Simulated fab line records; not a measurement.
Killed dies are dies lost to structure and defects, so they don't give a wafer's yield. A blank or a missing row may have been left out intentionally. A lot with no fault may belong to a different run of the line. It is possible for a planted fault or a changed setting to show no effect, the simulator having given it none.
Which tool is to blame? || flow nand harc || 14 lots, 42 wafers sampled, at 4 steps of a route of 1302

WHAT THE GAUGES SHOWED, per wafer
The record lacks any reading of a measuring or inspecting step that a usual standard deviation could be used to judge.

TOOL THAT RAN EACH LOT (tool first, then ch and the chambers of the sampled wafers, then the start)
{"lot": "L479", "NHARC_A_SGD_CUT_ETCH_16": "rie diel-03 ch 1,3, day 19 15:25 or earlier", "NHARC_A_SLIT_DEP_25": "pecvd-02 ch 1,2, day 19 15:25", "NHARC_A_SLIT_DEP_00": "acl dep-01 ch 0, day 19 17:52", "NHARC_A_SLIT_PEB_07": "litho track-06 ch 0, day 19 21:29"}
{"lot": "L481", "NHARC_A_SGD_CUT_ETCH_16": "rie diel-10 ch 0,2,3, day 20 08:57 or earlier", "NHARC_A_SLIT_DEP_25": "pecvd-02 ch 0,1, day 20 08:57", "NHARC_A_SLIT_DEP_00": "acl dep-02 ch 0, day 20 09:17", "NHARC_A_SLIT_PEB_07": "litho track-01 ch 0, day 20 13:40"}
{"lot": "L483", "NHARC_A_SGD_CUT_ETCH_16": "rie diel-10 ch 0,3, day 20 17:15 or earlier", "NHARC_A_SLIT_DEP_25": "pecvd-02 ch 0,1, day 20 17:15", "NHARC_A_SLIT_DEP_00": "acl dep-01 ch 0, day 20 18:37", "NHARC_A_SLIT_PEB_07": "litho track-01 ch 0, day 20 23:02"}
{"lot": "L480", "NHARC_A_SGD_CUT_ETCH_16": "rie diel-13 ch 2,3, day 20 17:15 or earlier", "NHARC_A_SLIT_DEP_25": "pecvd-01 ch 1,2, day 20 17:15", "NHARC_A_SLIT_DEP_00": "acl dep-03 ch 0, day 20 18:11", "NHARC_A_SLIT_PEB_07": "litho track-06 ch 0, day 20 21:58"}
{"lot": "L484", "NHARC_A_SGD_CUT_ETCH_16": "rie diel-13 ch 0,2,3, day 20 17:13 or earlier", "NHARC_A_SLIT_DEP_25": "pecvd-04 ch 0,1,2, day 20 17:13", "NHARC_A_SLIT_DEP_00": "acl dep-02 ch 0, day 20 18:39", "NHARC_A_SLIT_PEB_07": "litho track-04 ch 0, day 20 23:11"}
{"lot": "L485", "NHARC_A_SGD_CUT_ETCH_16": "rie diel-13 ch 0,2,3, day 21 21:15 or earlier", "NHARC_A_SLIT_DEP_25": "pecvd-02 ch 0,1,2, day 21 21:15", "NHARC_A_SLIT_DEP_00": "acl dep-02 ch 0, day 21 22:08", "NHARC_A_SLIT_PEB_07": "litho track-04 ch 0, day 22 02:28"}
{"lot": "L486", "NHARC_A_SGD_CUT_ETCH_16": "rie diel-10 ch 0,1,2, day 22 21:40 or earlier", "NHARC_A_SLIT_DEP_25": "pecvd-02 ch 0,1,2, day 22 21:40", "NHARC_A_SLIT_DEP_00": "acl dep-01 ch 0, day 23 00:16", "NHARC_A_SLIT_PEB_07": "litho track-04 ch 0, day 23 03:53"}
{"lot": "L487", "NHARC_A_SGD_CUT_ETCH_16": "rie diel-03 ch 0,2,3, day 22 21:35 or earlier", "NHARC_A_SLIT_DEP_25": "pecvd-01 ch 0,1,2, day 22 21:35", "NHARC_A_SLIT_DEP_00": "acl dep-02 ch 0, day 22 21:56", "NHARC_A_SLIT_PEB_07": "litho track-04 ch 0, day 23 02:15"}
{"lot": "L489", "NHARC_A_SGD_CUT_ETCH_16": "rie diel-10 ch 2,3, day 24 02:17 or earlier", "NHARC_A_SLIT_DEP_25": "pecvd-02 ch 0,1,2, day 24 02:17", "NHARC_A_SLIT_DEP_00": "acl dep-03 ch 0, day 24 03:10", "NHARC_A_SLIT_PEB_07": "litho track-01 ch 0, day 24 06:55"}
{"lot": "L492", "NHARC_A_SGD_CUT_ETCH_16": "rie diel-13 ch 0,1,2, day 24 13:08 or earlier", "NHARC_A_SLIT_DEP_25": "pecvd-02 ch 0,1, day 24 13:08", "NHARC_A_SLIT_DEP_00": "acl dep-03 ch 0, day 24 18:35", "NHARC_A_SLIT_PEB_07": "litho track-04, day 24 22:16"}
{"lot": "L491", "NHARC_A_SGD_CUT_ETCH_16": "rie diel-03 ch 0,1, day 24 13:04 or earlier", "NHARC_A_SLIT_DEP_25": "pecvd-04 ch 0,1,2, day 24 13:04", "NHARC_A_SLIT_DEP_00": "acl dep-01 ch 0, day 24 18:04", "NHARC_A_SLIT_PEB_07": "litho track-04, day 24 21:13"}
{"lot": "L499", "NHARC_A_SGD_CUT_ETCH_16": "rie diel-10 ch 1,2, day 27 17:56 or earlier", "NHARC_A_SLIT_DEP_25": "pecvd-02 ch 1,2, day 27 17:56", "NHARC_A_SLIT_DEP_00": "acl dep-03 ch 0, day 27 18:16", "NHARC_A_SLIT_PEB_07": "litho track-04 ch 0, day 27 22:38"}
{"lot": "L500", "NHARC_A_SGD_CUT_ETCH_16": "rie diel-13 ch 2,3, day 27 18:14 or earlier", "NHARC_A_SLIT_DEP_25": "pecvd-02 ch 0,1,2, day 27 18:14", "NHARC_A_SLIT_DEP_00": "acl dep-02 ch 0, day 27 23:02", "NHARC_A_SLIT_PEB_07": "litho track-04 ch 0, day 28 02:16"}
{"lot": "L502", "NHARC_A_SGD_CUT_ETCH_16": "rie diel-10 ch 0,1,2, day 28 22:30 or earlier", "NHARC_A_SLIT_DEP_25": "pecvd-04 ch 0,1, day 28 22:30", "NHARC_A_SLIT_DEP_00": "acl dep-02 ch 0, day 29 06:47", "NHARC_A_SLIT_PEB_07": "litho track-04 ch 0, day 29 09:47"}
- NHARC_A_SGD_CUT_ETCH_16: etches the open film in C4F8/O2/Ar, target depth 310.5 nm, time 155.2 s.
- NHARC_A_SLIT_DEP_25: deposits SiO2, target thk 200 nm.
- NHARC_A_SLIT_DEP_00: deposits aC, target thk 6200 nm.
- NHARC_A_SLIT_PEB_07: peb time 65 s.

WHAT THE TOOLS THEMSELVES READ (means of the sampled wafers that have a number; where no wafer has one, the mark that the record gives instead)
NHARC_A_SGD_CUT_ETCH_16.
{"lot": "L479", "tool": "rie diel-03", "oes product au (a.u.)": 0.939, "rf vpp V (V)": 726}
{"lot": "L481", "tool": "rie diel-10", "oes product au (a.u.)": 0.964, "rf vpp V (V)": 721}
{"lot": "L483", "tool": "rie diel-10", "oes product au (a.u.)": 0.951, "rf vpp V (V)": 722}
{"lot": "L480", "tool": "rie diel-13", "oes product au (a.u.)": 0.982, "rf vpp V (V)": 723}
{"lot": "L484", "tool": "rie diel-13", "oes product au (a.u.)": 0.982, "rf vpp V (V)": 723}
{"lot": "L485", "tool": "rie diel-13", "oes product au (a.u.)": 0.985, "rf vpp V (V)": 723}
{"lot": "L486", "tool": "rie diel-10", "oes product au (a.u.)": 0.974, "rf vpp V (V)": 720}
{"lot": "L487", "tool": "rie diel-03", "oes product au (a.u.)": 0.956, "rf vpp V (V)": 724}
{"lot": "L489", "tool": "rie diel-10", "oes product au (a.u.)": 0.980, "rf vpp V (V)": 723}
{"lot": "L492", "tool": "rie diel-13", "oes product au (a.u.)": 0.962, "rf vpp V (V)": 722}
{"lot": "L491", "tool": "rie diel-03", "oes product au (a.u.)": 0.979, "rf vpp V (V)": 725}
{"lot": "L499", "tool": "rie diel-10", "oes product au (a.u.)": 0.973, "rf vpp V (V)": 720}
{"lot": "L500", "tool": "rie diel-13", "oes product au (a.u.)": 0.973, "rf vpp V (V)": 725}
{"lot": "L502", "tool": "rie diel-10", "oes product au (a.u.)": 0.973, "rf vpp V (V)": 717}

NHARC_A_SLIT_DEP_25.
{"lot": "L479", "tool": "pecvd-02", "heater power w (W)": 608, "throttle valve pct (%)": 15.3}
{"lot": "L481", "tool": "pecvd-02", "heater power w (W)": 608, "throttle valve pct (%)": 15.9}
{"lot": "L483", "tool": "pecvd-02", "heater power w (W)": 607, "throttle valve pct (%)": 16.1}
{"lot": "L480", "tool": "pecvd-01", "heater power w (W)": 581, "throttle valve pct (%)": 15.8}
{"lot": "L484", "tool": "pecvd-04", "heater power w (W)": 606, "throttle valve pct (%)": 14.7}
{"lot": "L485", "tool": "pecvd-02", "heater power w (W)": 651, "throttle valve pct (%)": 15.9}
{"lot": "L486", "tool": "pecvd-02", "heater power w (W)": 670, "throttle valve pct (%)": 16.0}
{"lot": "L487", "tool": "pecvd-01", "heater power w (W)": 625, "throttle valve pct (%)": 15.9}
{"lot": "L489", "tool": "pecvd-02", "heater power w (W)": 680, "throttle valve pct (%)": 16.0}
{"lot": "L492", "tool": "pecvd-02", "heater power w (W)": 635, "throttle valve pct (%)": 16.3}
{"lot": "L491", "tool": "pecvd-04", "heater power w (W)": 632, "throttle valve pct (%)": 14.9}
{"lot": "L499", "tool": "pecvd-02", "heater power w (W)": 543, "throttle valve pct (%)": 15.7}
{"lot": "L500", "tool": "pecvd-02", "heater power w (W)": 662, "throttle valve pct (%)": 15.9}
{"lot": "L502", "tool": "pecvd-04", "heater power w (W)": 655, "throttle valve pct (%)": 14.9}

NHARC_A_SLIT_DEP_00.
{"lot": "L479", "tool": "acl dep-01", "throttle valve pct (%)": 35.000}
{"lot": "L481", "tool": "acl dep-02", "throttle valve pct (%)": 34.998}
{"lot": "L483", "tool": "acl dep-01", "throttle valve pct (%)": 34.994}
{"lot": "L480", "tool": "acl dep-03", "throttle valve pct (%)": 35.002}
{"lot": "L484", "tool": "acl dep-02", "throttle valve pct (%)": 34.995}
{"lot": "L485", "tool": "acl dep-02", "throttle valve pct (%)": 35.011}
{"lot": "L486", "tool": "acl dep-01", "throttle valve pct (%)": 34.992}
{"lot": "L487", "tool": "acl dep-02", "throttle valve pct (%)": 34.997}
{"lot": "L489", "tool": "acl dep-03", "throttle valve pct (%)": 35.007}
{"lot": "L492", "tool": "acl dep-03", "throttle valve pct (%)": 35.003}
{"lot": "L491", "tool": "acl dep-01", "throttle valve pct (%)": 34.987}
{"lot": "L499", "tool": "acl dep-03", "throttle valve pct (%)": 35.001}
{"lot": "L500", "tool": "acl dep-02", "throttle valve pct (%)": 35.006}
{"lot": "L502", "tool": "acl dep-02", "throttle valve pct (%)": 34.995}

NHARC_A_SLIT_PEB_07.
{"lot": "L479", "tool": "litho track-06", "chill plate temp C (C)": 22.95, "exhaust pa (Pa)": 45.7, "plate temp C (C)": 99.79}
{"lot": "L481", "tool": "litho track-01", "chill plate temp C (C)": 22.95, "exhaust pa (Pa)": 44.8, "plate temp C (C)": 99.93}
{"lot": "L483", "tool": "litho track-01", "chill plate temp C (C)": 23.07, "exhaust pa (Pa)": 45.2, "plate temp C (C)": 99.89}
{"lot": "L480", "tool": "litho track-06", "chill plate temp C (C)": 22.80, "exhaust pa (Pa)": 44.6, "plate temp C (C)": 99.97}
{"lot": "L484", "tool": "litho track-04", "chill plate temp C (C)": 23.03, "exhaust pa (Pa)": 43.7, "plate temp C (C)": 99.97}
{"lot": "L485", "tool": "litho track-04", "chill plate temp C (C)": 22.99, "exhaust pa (Pa)": 45.6, "plate temp C (C)": 99.89}
{"lot": "L486", "tool": "litho track-04", "chill plate temp C (C)": 22.98, "exhaust pa (Pa)": 44.6, "plate temp C (C)": 100.08}
{"lot": "L487", "tool": "litho track-04", "chill plate temp C (C)": 22.86, "exhaust pa (Pa)": 45.3, "plate temp C (C)": 99.94}
{"lot": "L489", "tool": "litho track-01", "chill plate temp C (C)": 23.12, "exhaust pa (Pa)": 45.3, "plate temp C (C)": 100.23}
{"lot": "L492", "tool": "litho track-04", "chill plate temp C (C)": "-", "exhaust pa (Pa)": "-", "plate temp C (C)": "-"}
{"lot": "L491", "tool": "litho track-04", "chill plate temp C (C)": "-", "exhaust pa (Pa)": "-", "plate temp C (C)": "-"}
{"lot": "L499", "tool": "litho track-04", "chill plate temp C (C)": 22.95, "exhaust pa (Pa)": 44.6, "plate temp C (C)": 100.04}
{"lot": "L500", "tool": "litho track-04", "chill plate temp C (C)": 23.01, "exhaust pa (Pa)": 44.8, "plate temp C (C)": 100.00}
{"lot": "L502", "tool": "litho track-04", "chill plate temp C (C)": 23.11, "exhaust pa (Pa)": 45.5, "plate temp C (C)": 100.10}

THE ANSWER, worked out from the rows above alone
Rule: the lots themselves supply what counts as usual. Put in order of their means at a reading, lots are off if they are a third of the lots or fewer, leave a main group of 4 or more, and stand apart from it by a gap of 3 or more times the standard deviation of the main group's means; of several such gaps the widest counts. If all means in a main group match to the digits the tables above print for the reading, that group is not used. A lot without any number at a reading at which 4 lots or more have one is off too. All remaining lots with rows at the step are treated as sound. After the gauges, taken in route order, come the tools' own readings; for these a lot's mean is taken, as printed above. At the first step where some lot is off, the reading lying furthest off is the one used; lots without a number count as furthest.
Off: L492, L491, at NHARC_A_SLIT_PEB_07 (chill plate temp C). Without a number there: L492, L491. Main group: mean 22.98 C, sd 0.09.
If a tool, at that step or one of the process steps before it, ran each lot that is off and ran no sound lot following the first of them, it fits. NHARC_A_SGD_CUT_ETCH_16: start missing for some lots; hours and lot order therefore follow NHARC_A_SLIT_DEP_25. Not one of the candidates tried fits.

WHAT WAS PUT IN BY THE SIMULATOR
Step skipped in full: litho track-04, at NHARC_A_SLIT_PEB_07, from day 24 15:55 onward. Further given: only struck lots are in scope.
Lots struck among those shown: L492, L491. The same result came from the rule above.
